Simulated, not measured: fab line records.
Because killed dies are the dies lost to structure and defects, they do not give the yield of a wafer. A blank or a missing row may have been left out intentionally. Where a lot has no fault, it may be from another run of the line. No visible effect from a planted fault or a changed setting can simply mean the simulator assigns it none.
Which tool was responsible? :: flow n5 finfet :: 11 lots, 33 wafers sampled, at 3 steps of a route of 1938

== WHAT THE GAUGES READ, wafer by wafer ==
N5_PASSIVATION_CD_MEAS_30: target cd 4000 nm.
lot: L740
measured: day 12 13:22
on: cd sem-03
cd nm (nm): 4001.6 4000.3 4001.3

lot: L741
measured: day 13 03:51
on: cd sem-03
cd nm (nm): 4000.1 4000.9 4000.8

lot: L743
measured: day 14 18:22
on: cd sem-01
cd nm (nm): 4000.0 3999.1 3997.2

lot: L745
measured: day 14 19:16
on: cd sem-02
cd nm (nm): 3997.9 3996.1 3997.0

lot: L747
measured: day 15 21:53
on: cd sem-01
cd nm (nm): 3997.3 3998.6 3998.8

lot: L751
measured: day 16 10:42
on: cd sem-01
cd nm (nm): 3998.7 3996.9 3999.7

lot: L754
measured: day 17 02:52
on: cd sem-03
cd nm (nm): 3998.8 4001.3 3996.4

lot: L757
measured: day 17 01:56
on: cd sem-01
cd nm (nm): 4001.1 4000.0 4001.3

lot: L760
measured: day 18 09:20
on: cd sem-01
cd nm (nm): 4001.9 3997.1 3998.9

lot: L759
measured: day 18 16:04
on: cd sem-01
cd nm (nm): 4000.3 3999.0 4001.8

lot: L761
measured: day 18 19:37
on: cd sem-03
cd nm (nm): 4001.4 4002.0 3998.8

N5_PASSIVATION_OVL_MEAS_63.
lot: L740
measured: day 12 13:24
on: overlay-01
PAD_OVL (nm): 3 7 6

lot: L741
measured: day 13 03:52
on: overlay-02
PAD_OVL (nm): 5 10 9

lot: L743
measured: day 14 18:23
on: overlay-01
PAD_OVL (nm): 5 8 3

lot: L745
measured: day 14 19:17
on: overlay-01
PAD_OVL (nm): -2 8 -5

lot: L747
measured: day 15 21:55
on: overlay-01
PAD_OVL (nm): -10 -9 -3

lot: L751
measured: day 16 10:44
on: overlay-01
PAD_OVL (nm): -6 -2 3

lot: L754
measured: day 17 02:53
on: overlay-01
PAD_OVL (nm): 3 1 1

lot: L757
measured: day 17 01:58
on: overlay-02
PAD_OVL (nm): -9 -7 -10

lot: L760
measured: day 18 09:22
on: overlay-01
PAD_OVL (nm): -4 -1 -9

lot: L759
measured: day 18 16:06
on: overlay-01
PAD_OVL (nm): 5 5 10

lot: L761
measured: day 18 19:40
on: overlay-02
PAD_OVL (nm): 3 14 1

== WHAT TOOL EACH LOT RAN ON (gives the tool, then ch and the chambers of the sampled wafers, and finally the start) ==
lot: L740
N5_BEOL_M11_STRIP_36: rie diel-01 ch 1,2,3, day 10 15:19

lot: L741
N5_BEOL_M11_STRIP_36: rie diel-02 ch 0,1,2, day 11 10:00

lot: L743
N5_BEOL_M11_STRIP_36: rie diel-02 ch 1,3, day 12 15:01

lot: L745
N5_BEOL_M11_STRIP_36: rie diel-06 ch 1,2, day 12 15:22

lot: L747
N5_BEOL_M11_STRIP_36: rie diel-02 ch 0,1, day 13 16:10

lot: L751
N5_BEOL_M11_STRIP_36: rie diel-02 ch 1,2, day 14 07:43

lot: L754
N5_BEOL_M11_STRIP_36: rie diel-06 ch 0,1,2, day 15 03:00

lot: L757
N5_BEOL_M11_STRIP_36: rie diel-06 ch 2,3, day 15 12:40

lot: L760
N5_BEOL_M11_STRIP_36: rie diel-02 ch 0,1,2, day 16 16:55

lot: L759
N5_BEOL_M11_STRIP_36: rie diel-02 ch 0,1, day 17 00:35

lot: L761
N5_BEOL_M11_STRIP_36: rie diel-02 ch 0,3, day 17 02:32
- N5_BEOL_M11_STRIP_36: strips in N2/H2.

== AS READ BY THE TOOLS THEMSELVES (means over the sampled wafers that have a number; for cases with no such wafer, the mark the record gives instead) ==
N5_BEOL_M11_STRIP_36.
lot: L740
tool: rie diel-01
drypump motor current A (A): 5.81
oes product au (a.u.): 0.77
rf vpp V (V): 58.0
showerhead plenum p Torr (Torr): 2.53
temp c (C): 39.98
throttle valve pct (%): 23.77

lot: L741
tool: rie diel-02
drypump motor current A (A): 5.86
oes product au (a.u.): 0.71
rf vpp V (V): 59.4
showerhead plenum p Torr (Torr): 2.56
temp c (C): 40.02
throttle valve pct (%): 23.77

lot: L743
tool: rie diel-02
drypump motor current A (A): 5.97
oes product au (a.u.): 0.88
rf vpp V (V): 57.7
showerhead plenum p Torr (Torr): 2.62
temp c (C): 40.10
throttle valve pct (%): 23.58

lot: L745
tool: rie diel-06
drypump motor current A (A): 5.92
oes product au (a.u.): 0.69
rf vpp V (V): 58.7
showerhead plenum p Torr (Torr): 2.56
temp c (C): 40.02
throttle valve pct (%): 23.66

lot: L747
tool: rie diel-02
drypump motor current A (A): 5.99
oes product au (a.u.): 0.70
rf vpp V (V): 58.4
showerhead plenum p Torr (Torr): 2.47
temp c (C): 40.00
throttle valve pct (%): 23.69

lot: L751
tool: rie diel-02
drypump motor current A (A): 6.04
oes product au (a.u.): 0.71
rf vpp V (V): 60.1
showerhead plenum p Torr (Torr): 2.63
temp c (C): 40.15
throttle valve pct (%): 23.77

lot: L754
tool: rie diel-06
drypump motor current A (A): 5.87
oes product au (a.u.): 0.84
rf vpp V (V): 59.8
showerhead plenum p Torr (Torr): 2.53
temp c (C): 40.03
throttle valve pct (%): 23.68

lot: L757
tool: rie diel-06
drypump motor current A (A): 5.93
oes product au (a.u.): 0.80
rf vpp V (V): 58.0
showerhead plenum p Torr (Torr): 2.49
temp c (C): 40.02
throttle valve pct (%): 23.89

lot: L760
tool: rie diel-02
drypump motor current A (A): 5.88
oes product au (a.u.): 0.68
rf vpp V (V): 57.8
showerhead plenum p Torr (Torr): 2.55
temp c (C): 40.05
throttle valve pct (%): 23.81

lot: L759
tool: rie diel-02
drypump motor current A (A): 6.20
oes product au (a.u.): 0.69
rf vpp V (V): 58.6
showerhead plenum p Torr (Torr): 2.54
temp c (C): 39.96
throttle valve pct (%): 23.66

lot: L761
tool: rie diel-02
drypump motor current A (A): 5.83
oes product au (a.u.): 0.81
rf vpp V (V): 59.4
showerhead plenum p Torr (Torr): 2.53
temp c (C): 39.98
throttle valve pct (%): 23.64

== THE ANSWER, worked out from the rows above alone ==
Rule: the lots themselves supply what counts as usual. The widest of any qualifying gaps counts: lots, ordered by their means at a reading, are off when they make up no more than a third of the lots, leave a main group of 4 or more, and stand apart from it by 3 or more times the standard deviation of that group's means. A main group whose means are all the same, to the digits that the tables above print for the reading, isn't used. Also off: a lot with no number at a reading for which 4 or more lots have one. All remaining lots with rows at the step are treated as sound. After the gauges, taken in route order, come the tools' own readings; for these a lot's mean is taken, as printed above. At the first step where some lot is off, the reading lying furthest off is the one used; lots without a number count as furthest.
No lot is off on any of the readings shown, so nothing can be concluded from this.

== WHAT WAS PUT IN BY THE SIMULATOR ==
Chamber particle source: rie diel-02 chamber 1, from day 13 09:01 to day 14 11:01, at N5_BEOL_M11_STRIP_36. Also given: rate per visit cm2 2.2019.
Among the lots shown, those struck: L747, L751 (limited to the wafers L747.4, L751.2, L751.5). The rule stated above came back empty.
